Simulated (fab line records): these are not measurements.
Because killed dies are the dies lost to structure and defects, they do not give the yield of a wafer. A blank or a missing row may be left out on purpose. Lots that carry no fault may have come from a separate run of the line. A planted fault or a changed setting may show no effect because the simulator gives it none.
Which tool was responsible? | flow nand-harc | Sampling: 13 lots, 36 wafers, 4 of 1159 route steps

## WHAT THE GAUGES SHOWED, per wafer
No reading from a measuring or inspecting step in the record can be judged against a usual standard deviation.

## TOOL THAT RAN EACH LOT (tool first, then ch and the chambers of the sampled wafers, then the start)
lot  | NHARC_A_CONTACT_ETCH_48            | NHARC_A_CONTACT_ETCH_49                       | NHARC_A_CONTACT_ETCH_111             | NHARC_A_CONTACT_ETCH_118
L501 | rie-diel-12 ch 1,3, day 16 15:07   | rie-diel-12 ch 0,1,2, day 16 16:20 or earlier | har-cap-etch-01 ch 0,1, day 16 16:20 | har-cap-etch-01 ch 0,1, day 16 17:03
L500 | rie-diel-05 ch 2,3, day 16 15:53   | rie-diel-05 ch 1,3, day 16 17:34 or earlier   | har-cap-etch-03 ch 1, day 16 17:34   | har-cap-etch-03 ch 1, day 16 18:18
L504 | rie-diel-12 ch 0,1,3, day 16 19:07 | rie-diel-12 ch 0,1,3, day 16 20:26 or earlier | har-cap-etch-02 ch 0,1, day 16 20:26 | har-cap-etch-02 ch 0,1, day 16 21:10
L502 | rie-diel-05 ch 1,2,3, day 17 06:58 | rie-diel-05 ch 0,1,2, day 17 08:19 or earlier | har-cap-etch-02 ch 0,1, day 17 08:19 | har-cap-etch-02 ch 0,1, day 17 09:03
L508 | rie-diel-12 ch 1,2, day 18 17:23   | rie-diel-12 ch 1,3, day 18 18:35 or earlier   | har-cap-etch-01 ch 1, day 18 18:35   | har-cap-etch-01 ch 1, day 18 19:19
L511 | rie-diel-12 ch 2,3, day 19 10:25   | rie-diel-12 ch 0,2, day 19 11:58 or earlier   | har-cap-etch-02 ch 1, day 19 11:58   | har-cap-etch-02 ch 1, day 19 12:41
L512 | rie-diel-12 ch 0,2, day 19 13:00   | rie-diel-12 ch 0,3, day 19 14:28 or earlier   | har-cap-etch-03 ch 0,1, day 19 14:28 | har-cap-etch-03 ch 0,1, day 19 15:13
L515 | rie-diel-05 ch 1,3, day 19 23:35   | rie-diel-05 ch 1,2,3, day 20 01:25 or earlier | har-cap-etch-02 ch 0,1, day 20 01:25 | har-cap-etch-02 ch 0,1, day 20 02:07
L517 | rie-diel-05 ch 0,1,2, day 20 07:05 | rie-diel-05 ch 0,2, day 20 08:22 or earlier   | har-cap-etch-03 ch 0,1, day 20 08:22 | har-cap-etch-03 ch 0,1, day 20 09:06
L520 | rie-diel-05 ch 0,3, day 20 23:02   | rie-diel-05 ch 1,3, day 21 00:15 or earlier   | har-cap-etch-03 ch 0,1, day 21 00:15 | har-cap-etch-03 ch 0,1, day 21 00:59
L518 | rie-diel-08 ch 0,2,3, day 20 23:13 | rie-diel-08 ch 1,2, day 21 00:35 or earlier   | har-cap-etch-01 ch 0,1, day 21 00:35 | har-cap-etch-01 ch 0,1, day 21 01:19
L522 | rie-diel-08 ch 0,1,2, day 21 10:54 | rie-diel-08 ch 0,1,3, day 21 12:04 or earlier | har-cap-etch-02 ch 0,1, day 21 12:04 | har-cap-etch-02 ch 0,1, day 21 12:49
L523 | rie-diel-12 ch 0,3, day 22 05:02   | rie-diel-12 ch 0,1, day 22 06:15 or earlier   | har-cap-etch-03 ch 0,1, day 22 06:15 | har-cap-etch-03 ch 0,1, day 22 06:59
- NHARC_A_CONTACT_ETCH_48: etches the open film in CF4, target depth 39 nm, time 65 s.
- NHARC_A_CONTACT_ETCH_49: etches the open film in N2/H2, target depth 260 nm, time 475.3 s.
- NHARC_A_CONTACT_ETCH_111: etches the open film in C4F8/O2/Ar, time 140 s, target depth 700 nm.
- NHARC_A_CONTACT_ETCH_118: etches the open film in C4F8/O2/Ar, time 94 s, target depth 922 nm.

## WHAT THE TOOLS THEMSELVES READ (means of the sampled wafers that have a number; where no wafer has one, the mark that the record gives instead)
NHARC_A_CONTACT_ETCH_48.
lot  | tool        | drypump-motor-current-A (A) | oes-product-au (a.u.) | rf-vpp-V (V) | run-length-s (s) | showerhead-plenum-p-Torr (Torr) | throttle-valve-pct (%)
L501 | rie-diel-12 | 6.2                         | 1.018                 | 149.8        | 86.33            | 1.68                            | 13.289
L500 | rie-diel-05 | 5.8                         | 1.000                 | 153.0        | 86.36            | 1.83                            | 13.272
L504 | rie-diel-12 | 6.3                         | 1.018                 | 150.7        | 86.36            | 1.71                            | 13.277
L502 | rie-diel-05 | 5.7                         | 1.005                 | 150.7        | 86.57            | 1.77                            | 13.284
L508 | rie-diel-12 | 5.7                         | 0.986                 | 151.1        | 77.55            | 1.75                            | 13.279
L511 | rie-diel-12 | 5.8                         | 0.997                 | 149.1        | 77.65            | 1.71                            | 13.267
L512 | rie-diel-12 | 6.0                         | 0.998                 | 150.3        | 69.06            | 1.75                            | 13.284
L515 | rie-diel-05 | 5.6                         | 1.014                 | 150.1        | 86.39            | 1.69                            | 13.275
L517 | rie-diel-05 | 6.1                         | 1.007                 | 150.5        | 86.57            | 1.74                            | 13.289
L520 | rie-diel-05 | 5.2                         | 0.993                 | 149.2        | 86.43            | 1.68                            | 13.280
L518 | rie-diel-08 | 5.9                         | 0.993                 | 151.4        | 86.25            | 1.75                            | 13.277
L522 | rie-diel-08 | 6.1                         | 0.992                 | 151.1        | 86.54            | 1.82                            | 13.274
L523 | rie-diel-12 | 6.5                         | 0.990                 | 150.3        | 86.76            | 1.71                            | 13.287

NHARC_A_CONTACT_ETCH_49.
lot  | tool        | drypump-motor-current-A (A) | oes-product-au (a.u.) | rf-vpp-V (V) | run-length-s (s) | showerhead-plenum-p-Torr (Torr) | throttle-valve-pct (%)
L501 | rie-diel-12 | 6.0                         | 0.996                 | 429.8        | 496.8            | 2.02                            | 14.168
L500 | rie-diel-05 | 5.6                         | 1.016                 | 428.1        | 496.9            | 1.96                            | 14.179
L504 | rie-diel-12 | 6.3                         | 1.012                 | 428.6        | 496.8            | 1.97                            | 14.168
L502 | rie-diel-05 | 6.1                         | 1.002                 | 429.8        | 496.9            | 2.01                            | 14.170
L508 | rie-diel-12 | 6.2                         | 0.998                 | 427.6        | 496.9            | 1.94                            | 14.161
L511 | rie-diel-12 | 6.0                         | 0.990                 | 431.0        | 497.2            | 2.02                            | 14.156
L512 | rie-diel-12 | 6.4                         | 1.011                 | 428.4        | 496.6            | 1.95                            | 14.168
L515 | rie-diel-05 | 5.7                         | 1.005                 | 430.4        | 496.6            | 2.03                            | 14.168
L517 | rie-diel-05 | 6.1                         | 1.004                 | 429.0        | 496.6            | 1.99                            | 14.176
L520 | rie-diel-05 | 5.2                         | 1.000                 | 428.0        | 496.9            | 1.95                            | 14.173
L518 | rie-diel-08 | 6.2                         | 1.006                 | 431.2        | 496.6            | 2.09                            | 14.178
L522 | rie-diel-08 | 6.1                         | 0.987                 | 429.8        | 496.5            | 2.03                            | 14.172
L523 | rie-diel-12 | 6.2                         | 1.004                 | 429.1        | 496.7            | 1.99                            | 14.168

NHARC_A_CONTACT_ETCH_111.
lot  | tool            | oes-air-line-au (a.u.) | run-length-s (s)
L501 | har-cap-etch-01 | 0.986                  | 141.7
L500 | har-cap-etch-03 | 1.000                  | 142.0
L504 | har-cap-etch-02 | 0.987                  | 141.7
L502 | har-cap-etch-02 | 0.994                  | 141.6
L508 | har-cap-etch-01 | 1.000                  | 141.7
L511 | har-cap-etch-02 | 0.973                  | 142.1
L512 | har-cap-etch-03 | 1.026                  | 141.7
L515 | har-cap-etch-02 | 1.010                  | 141.7
L517 | har-cap-etch-03 | 0.988                  | 141.4
L520 | har-cap-etch-03 | 1.020                  | 141.5
L518 | har-cap-etch-01 | 1.024                  | 141.7
L522 | har-cap-etch-02 | 0.988                  | 141.7
L523 | har-cap-etch-03 | 1.003                  | 141.4

NHARC_A_CONTACT_ETCH_118.
lot  | tool            | oes-air-line-au (a.u.)
L501 | har-cap-etch-01 | 1.019
L500 | har-cap-etch-03 | 1.004
L504 | har-cap-etch-02 | 1.001
L502 | har-cap-etch-02 | 0.992
L508 | har-cap-etch-01 | 0.984
L511 | har-cap-etch-02 | 1.034
L512 | har-cap-etch-03 | 1.009
L515 | har-cap-etch-02 | 1.001
L517 | har-cap-etch-03 | 1.007
L520 | har-cap-etch-03 | 0.998
L518 | har-cap-etch-01 | 0.996
L522 | har-cap-etch-02 | 0.994
L523 | har-cap-etch-03 | 0.995

## THE ANSWER, worked out from the rows above alone
Rule: what is usual is taken from the lots themselves. Put in order of their means at a reading, lots are off if they are a third of the lots or fewer, leave a main group of 4 or more, and stand apart from it by a gap of 3 or more times the standard deviation of the main group's means; of several such gaps the widest counts. A main group is skipped when, at the precision printed for the reading in the tables above, its means are all equal. A lot without any number at a reading at which 4 lots or more have one is off too. Any other lot the step has rows for is counted as sound. The gauges are gone through in route order, then the tools' own readings, and for those a lot's mean is taken as printed above. The first step at which some lot is off is used, and at that step the reading that is off furthest; a lot without a number counts as furthest.
Off, at NHARC_A_CONTACT_ETCH_48 on run-length-s: L508, L511, L512. The main group has a mean of 86.46 s with a standard deviation of 0.14.
A tool fits if, at that step or a process step before it, it ran every lot that is off, and no sound lot after the first of them. Not one of the candidates tried fits.

## WHAT THE SIMULATOR HAD PUT IN
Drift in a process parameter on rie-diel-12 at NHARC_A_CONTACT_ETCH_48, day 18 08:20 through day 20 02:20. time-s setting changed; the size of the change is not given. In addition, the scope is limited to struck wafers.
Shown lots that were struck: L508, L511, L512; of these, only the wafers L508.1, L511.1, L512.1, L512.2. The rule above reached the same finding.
